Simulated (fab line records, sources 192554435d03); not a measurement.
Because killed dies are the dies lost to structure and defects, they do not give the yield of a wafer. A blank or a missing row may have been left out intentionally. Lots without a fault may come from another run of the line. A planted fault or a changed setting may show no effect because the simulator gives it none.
fab line records + flow n5Finfet
record
- lots=6
- wafers=18
- lastDay=16
route steps=1938 shown MIM_TOP_LITHO@1839 MIM_TOP_ETCH@1851 PASSIVATION@1936
lots that met no fault: taken from a fault-free run of the same line
startH: hours from the record's opening day to when the first of the lot's shown wafers began + waitH: hours elapsed since this lot's preceding step + " as in the row above + L1.1+2: a single row standing in for several wafers + - no value present, or no start provided + * or withheld: withheld + < > ~ a bound
route shown NAME@n: names a module that has steps shown in the file, with the first one's number in the route + usual: mean/standard deviation of fault-free wafers + same: alike in all rows + chamber/n: place in a boat + sites: the reading at each site + _std_site: the values' standard deviation + _edge_site: the outer-site mean with the inner-site mean subtracted + radiusMm: how far each site lies from the wafer's centre + mask NAME#n: copy n + behind: the tool/chamber that last shaped the wafer + hold: why the lot went on hold/how many hours it stayed there/how the hold came to an end + device: the transistor (n, p or np) that didn't switch + end of line: the same wafers' tests at the end of the route + for a step that has no rows: nothing shown but its recipe + killed: the dies lost at the first sort to structure and to defects; this is not the yield of the wafer + map: shows each die of a wafer: x if killed, . if not, _ if none is there
set.NAME: the setting that was run; set.NAME@STEP: the one run at that earlier step + model.NAME: the simulator's own value behind a step, which no gauge read
lots seen at some steps along the route; tables by step, rows by wafer
services: a tool's chamber out of use, with start hour (startH, from the record's first day; less than 0 if before it), hours out, and reason
## steps
# step N5_MIM_TOP_LITHO_HMDS_01
# recipe
- timeS=60
- tempC=120
# step N5_MIM_TOP_LITHO_COAT_02
# recipe
- spinRpm=*
- resistThkNm=*
# step N5_MIM_TOP_LITHO_EBR_04
# recipe
- solvent=PGMEA
- ebrWidthMm=1.5
# step N5_MIM_TOP_LITHO_SOFTBAKE_03
# recipe
- tempC=100
- timeS=90
# step N5_MIM_TOP_LITHO_EXPOSE_05
# recipe
- maskId=MIM_TOP
- na=0.55
- sourceShape=conventional
- sigmaOuter=0.8
- polarization=unpolarized
- targetCdNm=2000
- doseMj=20.5
# step N5_MIM_TOP_LITHO_PEB_06
# recipe
- pebTempC=withheld
- pebTimeS=*
# step N5_MIM_TOP_LITHO_DEVELOP_07
# recipe
- developTimeS=60
- rinseLiquid=diw
- dry=airSpin
- devTempC=21
# step N5_MIM_TOP_LITHO_HARDBAKE_09
# recipe
- tempC=130
- timeS=120
# step N5_MIM_TOP_LITHO_CD_MEAS_08
# recipe
- targetCdNm=2000
- landingEnergyEv=500
- detector=seInlens
# usual
- cdNm=2000.8/1.9
| lot.wafer | tool     | chamber | startH | waitH | cdNm   |
|-----------|----------|---------|--------|-------|--------|
| L713.1    | cdSem-03 | 0       | 285.98 | -     | 2003.7 |
| L713.2    | "        | 0       | "      | "     | 2002.9 |
| L713.6    | "        | 0       | "      | "     | 2002.6 |
| L718.3    | cdSem-01 | 0       | 312.81 | -     | 2000.1 |
| L718.5    | "        | 0       | "      | "     | 1997.1 |
| L718.6    | "        | 0       | "      | "     | 2002.0 |
| L721.1    | cdSem-01 | 0       | 334.02 | -     | 2001.8 |
| L721.3    | "        | 0       | "      | "     | 2004.8 |
| L721.6    | "        | 0       | "      | "     | 2000.5 |
| L719.1    | cdSem-03 | 0       | 334.18 | -     | 2001.6 |
| L719.2    | "        | 0       | "      | "     | 1999.4 |
| L719.6    | "        | 0       | "      | "     | 1999.3 |
| L723.3    | cdSem-01 | 0       | 342.73 | -     | 1998.7 |
| L723.4    | "        | 0       | "      | "     | 1997.8 |
| L723.5    | "        | 0       | "      | "     | 2001.0 |
| L724.2    | cdSem-03 | 0       | 364.09 | -     | 1998.9 |
| L724.3    | "        | 0       | "      | "     | 2004.0 |
| L724.6    | "        | 0       | "      | "     | 2000.0 |
# step N5_MIM_TOP_LITHO_OVL_MEAS_11
# recipe
- pointsPerWafer=44
# usual
- MIM_TOP_OVL=3/6
| lot.wafer | tool       | chamber | startH | waitH | MIM_TOP_OVL[nm] |
|-----------|------------|---------|--------|-------|-----------------|
| L713.1    | overlay-01 | 0       | 286.01 | 0.0   | 5               |
| L713.2    | "          | 0       | "      | "     | 0               |
| L713.6    | "          | 0       | "      | "     | 1               |
| L718.3    | overlay-01 | 0       | 312.84 | 0.0   | 8               |
| L718.5    | "          | 0       | "      | "     | 2               |
| L718.6    | "          | 0       | "      | "     | 1               |
| L721.1    | overlay-01 | 0       | 334.05 | 0.0   | 12              |
| L721.3    | "          | 0       | "      | "     | 5               |
| L721.6    | "          | 0       | "      | "     | -9              |
| L719.1    | overlay-01 | 0       | 334.21 | 0.0   | 4               |
| L719.2    | "          | 0       | "      | "     | 1               |
| L719.6    | "          | 0       | "      | "     | -4              |
| L723.3    | overlay-02 | 0       | 342.76 | 0.0   | -4              |
| L723.4    | "          | 0       | "      | "     | -7              |
| L723.5    | "          | 0       | "      | "     | -2              |
| L724.2    | overlay-02 | 0       | 364.11 | 0.0   | 15              |
| L724.3    | "          | 0       | "      | "     | 6               |
| L724.6    | "          | 0       | "      | "     | 10              |
# step N5_MIM_TOP_LITHO_INSPECT_12
# recipe
- mode=adi
- inspectInstrument=macro
# usual
- rawDefectCount=2.0/1.4
| lot.wafer | tool             | chamber | startH | waitH | rawDefectCount |
|-----------|------------------|---------|--------|-------|----------------|
| L713.1    | defectInspect-02 | -       | 286.03 | 0.0   | 0              |
| L713.2    | "                | -       | "      | "     | 1              |
| L713.6    | "                | -       | "      | "     | 1              |
| L718.3    | defectInspect-01 | -       | 312.87 | 0.0   | 2              |
| L718.5    | "                | -       | "      | "     | 1              |
| L718.6    | "                | -       | "      | "     | 3              |
| L721.1    | defectInspect-01 | -       | 334.07 | 0.0   | 1              |
| L721.3    | "                | -       | "      | "     | 0              |
| L721.6    | "                | -       | "      | "     | 1              |
| L719.1    | defectInspect-01 | -       | 334.23 | 0.0   | 5              |
| L719.2    | "                | -       | "      | "     | 2              |
| L719.6    | "                | -       | "      | "     | 0              |
| L723.3    | defectInspect-02 | -       | 342.78 | 0.0   | 4              |
| L723.4    | "                | -       | "      | "     | 1              |
| L723.5    | "                | -       | "      | "     | 2              |
| L724.2    | defectInspect-02 | -       | 364.14 | 0.0   | 2              |
| L724.3    | "                | -       | "      | "     | 0              |
| L724.6    | "                | -       | "      | "     | 3              |
# step N5_MIM_TOP_LITHO_DESCUM_10
# recipe
- chemistry=O2
- timeS=7.9
- sourcePowerW=50
- biasPowerW=20
- pressureMtorr=20
- rfFrequencyHz=2.712e+07
- tempC=40
- o2FlowSccm=225
# usual
- drypumpMotorCurrentA=5.5/0.5
- oesProductAu=0.80/0.088
- rfVppV=243.4/1.6
- showerheadPlenumPTorr=2.10/0.089
- throttleValvePct=20.43/0.24
| lot.wafer | tool       | chamber | startH | waitH | drypumpMotorCurrentA | oesProductAu | rfHoursCounterH | rfVppV | showerheadPlenumPTorr | throttleValvePct |
|-----------|------------|---------|--------|-------|----------------------|--------------|-----------------|--------|-----------------------|------------------|
| L713.1    | rieDiel-04 | 1       | 286.07 | 0.0   | 5.9                  | 0.72         | 216             | 241.7  | 1.98                  | 20.30            |
| L713.2    | "          | 2       | "      | "     | 6.3                  | 0.82         | 93              | 242.1  | 2.04                  | 20.73            |
| L713.6    | "          | 3       | "      | "     | 5.1                  | 0.73         | -               | 242.3  | 2.08                  | 20.59            |
| L718.3    | rieDiel-04 | 3       | 312.93 | 0.1   | 5.1                  | 0.72         | 176             | 243.3  | 2.07                  | 20.62            |
| L718.5    | "          | 3       | "      | "     | 5.1                  | 0.72         | -               | 243.0  | 2.07                  | 20.63            |
| L718.6    | "          | 2       | "      | "     | 6.3                  | 0.81         | -               | 241.6  | 2.03                  | 20.76            |
| L721.1    | rieDiel-04 | 0       | 334.11 | 0.0   | 5.7                  | 0.94         | 9               | 244.9  | 2.13                  | 20.08            |
| L721.3    | "          | 2       | "      | "     | 6.3                  | 0.79         | 110             | 241.6  | 2.03                  | 20.76            |
| L721.6    | "          | 2       | "      | "     | 6.3                  | 0.78         | -               | 243.0  | 2.03                  | 20.77            |
| L719.1    | rieDiel-05 | 2       | 334.29 | 0.1   | 5.4                  | 0.80         | 107             | 246.1  | 2.20                  | 20.28            |
| L719.2    | "          | 1       | "      | "     | 5.1                  | 0.81         | 97              | 242.2  | 2.01                  | 20.25            |
| L719.6    | "          | 2       | "      | "     | 5.4                  | 0.80         | -               | 246.0  | 2.20                  | 20.27            |
| L723.3    | rieDiel-06 | 2       | 342.92 | 0.1   | 5.3                  | 0.69         | 245             | 243.3  | 2.06                  | 20.68            |
| L723.4    | "          | 2       | "      | "     | 5.3                  | 0.69         | -               | 241.7  | 2.06                  | 20.68            |
| L723.5    | "          | 0       | "      | "     | 4.8                  | 0.71         | -               | 241.8  | 1.98                  | 20.45            |
| L724.2    | rieDiel-05 | 1       | 364.17 | 0.0   | 5.1                  | 0.80         | 104             | 242.8  | 2.01                  | 20.26            |
| L724.3    | "          | 3       | "      | "     | 6.4                  | 0.88         | 39              | 246.2  | 2.22                  | 20.17            |
| L724.6    | "          | 0       | "      | "     | 5.8                  | 0.72         | -               | 242.5  | 2.17                  | 20.79            |
# step N5_MIM_TOP_ETCH_ETCH_00
# recipe
- chemistry=Cl2/BCl3
- target=TiN
- targetDepthA=385
- ionEnergyEv=150
- pressureMtorr=10
- icpW=1000
- biasW=126
- Cl2_flow_sccm=53.25
- bcl3FlowSccm=21.75
- Ar_flow_sccm=25
# usual
- drypumpMotorCurrentA=5.4/0.31
- mfcCl2Sccm=53.26/0.16
- oesProductAu=0.80/0.11
- throttleValvePct=22.81/0.21
| lot.wafer | tool        | chamber | startH | waitH | drypumpMotorCurrentA | mfcCl2Sccm | oesProductAu | rfHoursCounterH | throttleValvePct | model.MIM_TOP_ETCH.featureDepthNm |
|-----------|-------------|---------|--------|-------|----------------------|------------|--------------|-----------------|------------------|-----------------------------------|
| L713.1    | rieMetal-01 | 0       | 286.16 | 0.1   | 5.2                  | 53.43      | 0.86         | 15              | 22.72            | 38                                |
| L713.2    | "           | 1       | "      | "     | 5.5                  | 53.22      | 0.89         | 11              | 22.56            | 38.4                              |
| L713.6    | "           | 1       | "      | "     | 5.5                  | 53.08      | 0.87         | -               | 22.55            | 38                                |
| L718.3    | rieMetal-02 | 0       | 313.09 | 0.1   | 5.0                  | 53.10      | 0.76         | -               | 22.90            | 39.8                              |
| L718.5    | "           | 0       | "      | "     | 5.0                  | 53.12      | 0.76         | -               | 22.88            | 39.4                              |
| L718.6    | "           | 0       | "      | "     | 5.1                  | 53.25      | 0.76         | -               | 22.88            | 39.6                              |
| L721.1    | rieMetal-02 | 0       | 334.19 | 0.1   | 5.0                  | 36.58      | 0.74         | 53              | 20.87            | 38.6                              |
| L721.3    | "           | 0       | "      | "     | 5.0                  | 36.42      | 0.76         | -               | 20.87            | 39                                |
| L721.6    | "           | 1       | "      | "     | 6.0                  | 53.56      | 1.03         | -               | 22.46            | 39.2                              |
| L719.1    | rieMetal-02 | 0       | 334.38 | 0.1   | 5.0                  | 36.65      | 0.75         | 53              | 20.87            | 38.8                              |
| L719.2    | "           | 1       | "      | "     | 6.0                  | 53.15      | 1.01         | 0               | 22.47            | 39.2                              |
| L719.6    | "           | 0       | "      | "     | 5.0                  | 36.39      | 0.75         | -               | 20.87            | 38.6                              |
| L723.3    | rieMetal-01 | 0       | 343.05 | 0.1   | 5.2                  | 53.20      | 0.83         | -               | 22.72            | 38.2                              |
| L723.4    | "           | 1       | "      | "     | 5.5                  | 53.32      | 0.85         | -               | 22.57            | 38.4                              |
| L723.5    | "           | 1       | "      | "     | 5.5                  | 53.28      | 0.85         | -               | 22.56            | 38.6                              |
| L724.2    | rieMetal-01 | 1       | 364.26 | 0.1   | 5.5                  | 53.48      | 0.84         | 19              | 22.56            | 37.8                              |
| L724.3    | "           | 1       | "      | "     | 5.5                  | 53.19      | 0.84         | -               | 22.58            | 38.4                              |
| L724.6    | "           | 0       | "      | "     | 5.2                  | 53.32      | 0.82         | -               | 22.74            | 37.6                              |
# step N5_MIM_TOP_ETCH_STRIP_01
# recipe
- chemistry=O2
- powerW=600
- tempC=60
- pressureMtorr=30
- rfFrequencyHz=6e+07
- biasPowerW=0
- overashFraction=0.5
- o2FlowSccm=225
# usual
- drypumpMotorCurrentA=5.9/0.51
- oesProductAu=0.77/0.078
- rfVppV=3.6/1.3
- showerheadPlenumPTorr=2.12/0.061
- throttleValvePct=16.64/0.19
# same
- overashFraction=0.5
| lot.wafer | tool       | chamber | startH | waitH | drypumpMotorCurrentA | oesProductAu | rfHoursCounterH | rfVppV | showerheadPlenumPTorr | throttleValvePct |
|-----------|------------|---------|--------|-------|----------------------|--------------|-----------------|--------|-----------------------|------------------|
| L713.1    | rieDiel-01 | 0       | 286.30 | 0.1   | 5.8                  | 0.87         | 53              | 3.8    | 2.10                  | 16.53            |
| L713.2    | "          | 1       | "      | "     | 5.9                  | 0.83         | 79              | 5.7    | 2.23                  | 16.62            |
| L713.6    | "          | 0       | "      | "     | 5.8                  | 0.87         | -               | 3.7    | 2.10                  | 16.51            |
| L718.3    | rieDiel-02 | 3       | 313.27 | 0.1   | 5.6                  | 0.87         | 50              | 3.1    | 2.23                  | 16.36            |
| L718.5    | "          | 2       | "      | "     | 6.5                  | 0.70         | -               | 2.3    | 2.05                  | 16.90            |
| L718.6    | "          | 1       | "      | "     | 5.7                  | 0.71         | -               | 3.5    | 2.09                  | 16.59            |
| L721.1    | rieDiel-03 | 2       | 334.35 | 0.1   | 4.9                  | 0.83         | 60              | 2.3    | 2.02                  | 16.37            |
| L721.3    | "          | 1       | "      | "     | 6.1                  | 0.72         | 216             | 3.5    | 2.15                  | 16.76            |
| L721.6    | "          | 0       | "      | "     | 6.7                  | 0.72         | -               | 1.7    | 2.10                  | 16.73            |
| L719.1    | rieDiel-03 | 2       | 334.66 | 0.2   | 4.8                  | 0.82         | 60              | 2.5    | 2.03                  | 16.37            |
| L719.2    | "          | 0       | "      | "     | 6.8                  | 0.72         | 166             | 1.3    | 2.10                  | 16.78            |
| L719.6    | "          | 2       | "      | "     | 4.8                  | 0.84         | -               | 3.5    | 2.02                  | 16.41            |
| L723.3    | rieDiel-01 | 1       | 343.15 | 0.1   | 5.9                  | 0.81         | 97              | 3.2    | 2.23                  | 16.71            |
| L723.4    | "          | 3       | "      | "     | 6.3                  | 0.68         | 241             | 5.4    | 2.08                  | 16.84            |
| L723.5    | "          | 0       | "      | "     | 5.8                  | 0.84         | -               | 3.0    | 2.10                  | 16.57            |
| L724.2    | rieDiel-03 | 2       | 364.40 | 0.1   | 4.8                  | 0.80         | 68              | 3.8    | 2.02                  | 16.36            |
| L724.3    | "          | 1       | "      | "     | 6.0                  | 0.71         | 223             | 1.8    | 2.14                  | 16.78            |
| L724.6    | "          | 3       | "      | "     | 6.0                  | 0.68         | -               | 5.8    | 2.16                  | 17.00            |
# step N5_PASSIVATION_PROBE_49
# usual
- defectLimitedYield=91.3/1.5
- killed_at_M0_to_M3=35/10
- killed_at_M4_up=12/4.6
- killedAtContacts=13/6.6
- killedAtFrontEnd=39/11
- killedAtOther=4/3.4
- killedDies=103/17
- killedOpen=67/13
- killedShort=35/8.2
- sort_bin_5_function=5.1/0.94
- sort_bin_6_memory=3.2/0.7
- sort_bin_8_speed=0.00/0.03
- sortNPass=1077/17
- sortYieldPct=91.3/1.5
# same
- grossDies=1180
- killedAtBackSide=0
- sort_bin_4_leakage[%]=0
| lot.wafer | tool      | chamber | startH | waitH | defectLimitedYield[%] | killed_at_M0_to_M3 | killed_at_M4_up | killedAtContacts | killedAtFrontEnd | killedAtOther | killedDies | killedOpen | killedShort | sort_bin_5_function[%] | sort_bin_6_memory[%] | sort_bin_8_speed[%] | sortNPass | sortYieldPct[%] |
|-----------|-----------|---------|--------|-------|-----------------------|--------------------|-----------------|------------------|------------------|---------------|------------|------------|-------------|------------------------|----------------------|---------------------|-----------|-----------------|
| L713.1    | prober-01 | -       | 296.80 | 0.0   | 89.7                  | 51                 | 14              | 11               | 43               | 3             | 122        | 80         | 42          | 6.3                    | 4.0                  | 0                   | 1058      | 89.7            |
| L713.2    | prober-01 | -       | 296.85 | 0.1   | 91.4                  | 33                 | 11              | 8                | 42               | 7             | 101        | 58         | 42          | 5.2                    | 3.1                  | 0                   | 1079      | 91.4            |
| L713.6    | prober-01 | -       | 297.05 | 0.3   | 88.6                  | 43                 | 14              | 16               | 52               | 10            | 135        | 82         | 51          | 7.1                    | 4.0                  | 0                   | 1045      | 88.6            |
| L718.3    | prober-01 | -       | 326.49 | 0.1   | 90.9                  | 43                 | 13              | 7                | 39               | 5             | 107        | 87         | 20          | 5.4                    | 3.4                  | 0                   | 1073      | 90.9            |
| L718.5    | prober-01 | -       | 326.59 | 0.2   | 90.1                  | 37                 | 11              | 25               | 40               | 4             | 117        | 73         | 43          | 4.6                    | 4.9                  | 0                   | 1063      | 90.1            |
| L718.6    | prober-01 | -       | 326.64 | 0.3   | 88.9                  | 56                 | 11              | 16               | 47               | 1             | 131        | 88         | 41          | 6.8                    | 3.8                  | 0                   | 1049      | 88.9            |
| L719.1    | prober-02 | -       | 345.56 | 0.0   | 93.6                  | 35                 | 7               | 5                | 26               | 2             | 75         | 31         | 39          | 3.6                    | 2.1                  | 0                   | 1105      | 93.6            |
| L719.2    | prober-02 | -       | 345.61 | 0.1   | 94.1                  | 28                 | 9               | 5                | 26               | 2             | 70         | 39         | 30          | 3.5                    | 2.2                  | 0                   | 1110      | 94.1            |
| L719.6    | prober-02 | -       | 345.81 | 0.3   | 92.2                  | 28                 | 8               | 21               | 33               | 2             | 92         | 64         | 27          | 4.2                    | 3.2                  | 0                   | 1088      | 92.2            |
| L724.2    | prober-01 | -       | 373.73 | 0.1   | 93.8                  | 23                 | 8               | 5                | 33               | 4             | 73         | 52         | 21          | 3.5                    | 2.6                  | 0                   | 1107      | 93.8            |
| L724.3    | prober-01 | -       | 373.78 | 0.1   | 90.8                  | 17                 | 22              | 11               | 56               | 3             | 109        | 72         | 34          | 5.8                    | 3.2                  | 0                   | 1071      | 90.8            |
| L724.6    | prober-01 | -       | 373.93 | 0.3   | 91.5                  | 50                 | 7               | 6                | 35               | 2             | 100        | 62         | 37          | 4.9                    | 3.0                  | 0                   | 1080      | 91.5            |
# killed by level:class
L713.1 STI_FIN_REVEAL:geometricParticle:open=18 FIN_SAQP:geometricParticle:short=13 BEOL_M1:geometricParticle:open=9 BEOL_M0_SAQP:geometricParticle:open=9 BEOL_M2:geometricParticle:open=9 MOL_CONTACT_COAG:geometricParticle:open=8 BEOL_M0_SAQP:geometricParticle:short=7 FIN_SAQP:geometricParticle:open=6
L713.2 STI_FIN_REVEAL:geometricParticle:open=16 BEOL_M0_SAQP:geometricParticle:short=7 BEOL_M1:geometricParticle:open=7 FIN_SAQP:geometricParticle:short=6 BEOL_M0_SAQP:geometricParticle:open=6 MOL_CONTACT_COAG:geometricParticle:open=5 BEOL_M2:geometricParticle:open=5 BEOL_M1:geometricParticle:short=4
L713.6 BEOL_M0_SAQP:geometricParticle:short=17 FIN_SAQP:geometricParticle:short=16 MOL_CONTACT_COAG:geometricParticle:open=14 STI_FIN_REVEAL:geometricParticle:open=12 BEOL_M0_SAQP:geometricParticle:open=10 FIN_SAQP:geometricParticle:open=8 MIM_TOP:geometricParticle:open=8 BEOL_M1:geometricParticle:open=7
L718.3 FIN_SAQP:geometricParticle:open=11 BEOL_M0_SAQP:geometricParticle:open=10 BEOL_M1:geometricParticle:open=10 FIN_SAQP:geometricParticle:short=8 BEOL_M3:geometricParticle:open=8 MOL_CONTACT_COAG:geometricParticle:open=7 GATE_CUT:geometricParticle:open=6 BEOL_M2:geometricParticle:open=6
L718.5 MOL_CONTACT_COAG:geometricParticle:open=18 BEOL_M0_SAQP:geometricParticle:short=12 STI_FIN_REVEAL:geometricParticle:open=7 DUMMY_GATE:geometricParticle:open=7 MOL_CONTACT_COAG:geometricParticle:short=7 FIN_SAQP:geometricParticle:short=6 BEOL_M0:geometricParticle:open=5 BEOL_M0_SAQP:geometricParticle:open=4
L718.6 MOL_CONTACT_COAG:geometricParticle:open=12 BEOL_M3:geometricParticle:open=11 BEOL_M2:geometricParticle:open=9 BEOL_M1:geometricParticle:open=8 STI_FIN_REVEAL:geometricParticle:open=7 DUMMY_GATE:geometricParticle:open=6 FIN_SAQP:geometricParticle:short=5 GATE_CUT:geometricParticle:short=5
L719.1 BEOL_M0_SAQP:geometricParticle:short=16 GATE_CUT:geometricParticle:short=11 BEOL_M3:geometricParticle:open=6 BEOL_M0_SAQP:geometricParticle:open=5 HKMG_FIN:areaEtch=4 STI_FIN_REVEAL:geometricParticle:open=3 GATE_CUT:geometricParticle:open=3 MOL_CONTACT_COAG:geometricParticle:open=3
L719.2 BEOL_M0_SAQP:geometricParticle:short=14 FIN_SAQP:geometricParticle:open=5 BEOL_M0_SAQP:geometricParticle:open=5 BEOL_M3:geometricParticle:open=5 STI_FIN_REVEAL:geometricParticle:open=4 FIN_SAQP:geometricParticle:short=3 ILD0:geometricParticle:short=3 MOL_CONTACT_COAG:geometricParticle:open=3
L719.6 MOL_CONTACT_COAG:geometricParticle:open=18 FIN_SAQP:geometricParticle:open=7 BEOL_M0_SAQP:geometricParticle:open=7 BEOL_M1:geometricParticle:open=7 BEOL_M3:geometricParticle:open=6 BEOL_M0_SAQP:geometricParticle:short=5 FIN_SAQP:geometricParticle:short=4 STI_FIN_REVEAL:geometricParticle:open=4
L724.2 STI_FIN_REVEAL:geometricParticle:open=11 FIN_SAQP:geometricParticle:open=10 BEOL_M0_SAQP:geometricParticle:short=9 BEOL_M0_SAQP:geometricParticle:open=8 MOL_CONTACT_COAG:geometricParticle:open=5 FIN_SAQP:geometricParticle:short=4 DUMMY_GATE:geometricParticle:open=3 BEOL_M0:geometricParticle:open=3
L724.3 STI_FIN_REVEAL:geometricParticle:open=19 MOL_CONTACT_COAG:geometricParticle:open=8 BEOL_M4:geometricParticle:open=7 BEOL_M0_SAQP:geometricParticle:short=5 GATE_CUT:geometricParticle:short=5 STARTING-WAFER:geometricParticle:short=5 FIN_SAQP:geometricParticle:open=4 STI_FIN_REVEAL:geometricParticle:short=4
L724.6 BEOL_M0_SAQP:geometricParticle:short=21 BEOL_M0_SAQP:geometricParticle:open=20 FIN_SAQP:geometricParticle:open=11 STI_FIN_REVEAL:geometricParticle:open=6 MOL_CONTACT_COAG:geometricParticle:open=5 ILD0:geometricParticle:open=3 GATE_CUT:geometricParticle:short=3 GATE_CUT:geometricParticle:open=3
## services
| tool        | chamber | startH | hours | kind                        |
|-------------|---------|--------|-------|-----------------------------|
| rieDiel-02  | 0       | 269.31 | -     | clean                       |
| rieDiel-02  | 0       | 269.31 | -     | consumableReplace:focusRing |
| rieDiel-02  | 0       | 269.31 | 23.3  | scheduledDown               |
| rieDiel-02  | 0       | 269.31 | 23.3  | ventCycle                   |
| rieDiel-02  | 3       | 282.57 | 1.5   | repair                      |
| rieDiel-03  | 3       | 285.32 | 6.0   | repair                      |
| rieDiel-01  | -       | 290.73 | 2.8   | pm                          |
| rieDiel-04  | 0       | 292.44 | -     | clean                       |
| rieDiel-04  | 0       | 292.44 | -     | consumableReplace:focusRing |
| rieDiel-04  | 0       | 292.44 | 17.5  | scheduledDown               |
| rieDiel-04  | 0       | 292.44 | 17.5  | ventCycle                   |
| rieDiel-01  | 2       | 293.58 | 40.7  | repair                      |
| rieMetal-02 | 1       | 299.83 | -     | clean                       |
| rieMetal-02 | 1       | 299.83 | 32.6  | scheduledDown               |
| rieMetal-02 | 1       | 299.83 | 32.6  | ventCycle                   |
| rieDiel-04  | 3       | 323.85 | 12.5  | repair                      |
| rieDiel-02  | 2       | 324.02 | 3.9   | repair                      |
| rieDiel-01  | 1       | 326.23 | 2.7   | repair                      |
| rieDiel-04  | 2       | 328.65 | 1.8   | repair                      |
| rieDiel-06  | 1       | 330.77 | 13.6  | repair                      |
| rieDiel-02  | 2       | 335.77 | -     | clean                       |
| rieDiel-02  | 2       | 335.77 | -     | consumableReplace:focusRing |
| rieMetal-02 | 1       | 340.07 | 5.2   | repair                      |
| rieDiel-05  | -       | 352.93 | 2.8   | pm                          |
## key
firstSign
- step=N5_MIM_TOP_ETCH_ETCH_00
- reading=mfcCl2Sccm
- direction=down
- sigmas=99+
- usual=53.26
- struck=36.51
effect
- step=N5_MIM_TOP_ETCH_ETCH_00
- reading=throttleValvePct
- direction=down
- sigmas=9.3
- usual=*
- struck=*
modelEffect
- step=N5_MIM_TOP_ETCH_ETCH_00
- value=MIM_TOP_ETCH.featureDepthNm
- without=39.85
- struck=38.75
metAt N5_MIM_TOP_ETCH_ETCH_00
struckWafers L719.1,L719.6,L721.1,L721.3
fault
- kind=processParameterDrift
- tool=rieMetal-02
- chamber=0
- onsetH=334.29
- steps=N5_MIM_TOP_ETCH_ETCH_00
- channel=Cl2_flow_sccm
- offset=-16.914
- shape=step
- endH=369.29
- actsIn=theseRecipesOnly
- stated=53.25
